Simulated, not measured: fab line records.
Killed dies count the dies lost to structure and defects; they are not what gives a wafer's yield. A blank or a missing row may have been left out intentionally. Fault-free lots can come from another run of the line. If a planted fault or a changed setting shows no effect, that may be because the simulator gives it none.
Problem report in the 8D (eight disciplines) form, filled by code | flow nandHarc | the parts of the form that need people (team, actions taken, sign-off) are left out

1. THE ISSUE
killedDies at NHARC_END_SORT_01 reads a mean of 654 on 3 wafers of 3 lots; wafers without a fault read 58 with a standard deviation of 16. That puts it +37 standard deviations away from the usual mean.
The first sign was on wafer L823.5 at day 30 05:47, on prober-02. Wafers with a number at this step in the record: 9, from 4 lots. The rule behind "out" and "out of limits": a value lying over 4 standard deviations away from the usual mean. The rest of the wafers with a number are treated as sound.

2. WHAT IT IS, WHAT IT ISN'T
question                    | is                        | is not
which readings at this step | killedDies, killedAtArray | killedAtOther, killedAtPeriphery, killedOpen
which lots                  | L822, L823, L825          | L819
which wafers of those lots  | L822.5, L823.5, L825.5    | L822.4, L822.6, L823.3, L823.6, L825.6
read on which gauges        | prober-01, prober-02      | -
when                        | from day 30 05:47         | up to then (2 sound wafers); but 4 sound wafers of L822, L823, L825 came after

3. WHAT RULES OUT EACH SUSPECT
Counting: a tool at a process step up to the reading stays a suspect if it ran every lot that is out. Sound lots after the first of them don't rule it out here, since some wafers of a struck lot are sound.
- the gauge at NHARC_END_SORT_01: ruled out. 2 gauges (prober-01, prober-02) read the wafers that are out.
- cvdW-01 at NHARC_A_WL_FILL_CVD_03 (deposits W, target thk 40 nm, time 279 s): kept. It ran every lot that is out, first L823 (day 26 06:41); its last sound lot up to then is L819 (day 25 01:36).
After counting, what remains is cvdW-01 at NHARC_A_WL_FILL_CVD_03.

4. THE CAUSE (what the simulator had put in)
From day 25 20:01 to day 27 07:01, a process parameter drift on cvdW-01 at NHARC_A_WL_FILL_CVD_03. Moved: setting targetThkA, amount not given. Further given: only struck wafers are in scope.
After counting, this tool was the only one left.

5. SEQUENCE OF EFFECTS, ordered by route
One row per reading whose mean, taken over the struck wafers that have a number, lies over 3 standard deviations from the usual. Scope: only readings with a usual standard deviation given in the record; hours: median across lots of the time from each lot's start at the first step in this table that gives one to its start at this step; sigmas: change in usual standard deviations.
hours | step              | reading       | usual | on struck wafers | change | sigmas
0     | NHARC_END_SORT_01 | killedAtArray | 54    | 649              | +595   | +35
0     | NHARC_END_SORT_01 | killedDies    | 58    | 654              | +596   | +37

6. HOW IT WOULD HAVE BEEN CAUGHT EARLIER
Counted from the fault's start at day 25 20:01, it took 106 hours until the first out-of-limits reading at a measuring or inspecting step in this record, taken at day 30 05:47.
Of the tool readings at NHARC_A_WL_FILL_CVD_03 for which the record gives a usual standard deviation, none was out on any struck wafer, so an alarm limit of 4 standard deviations on them would not have fired.
Each of the lots that are out, 3 in all, had begun NHARC_A_WL_FILL_CVD_03 on cvdW-01 no later than day 30 05:47. Holding the tool at that point would not have protected any of them.
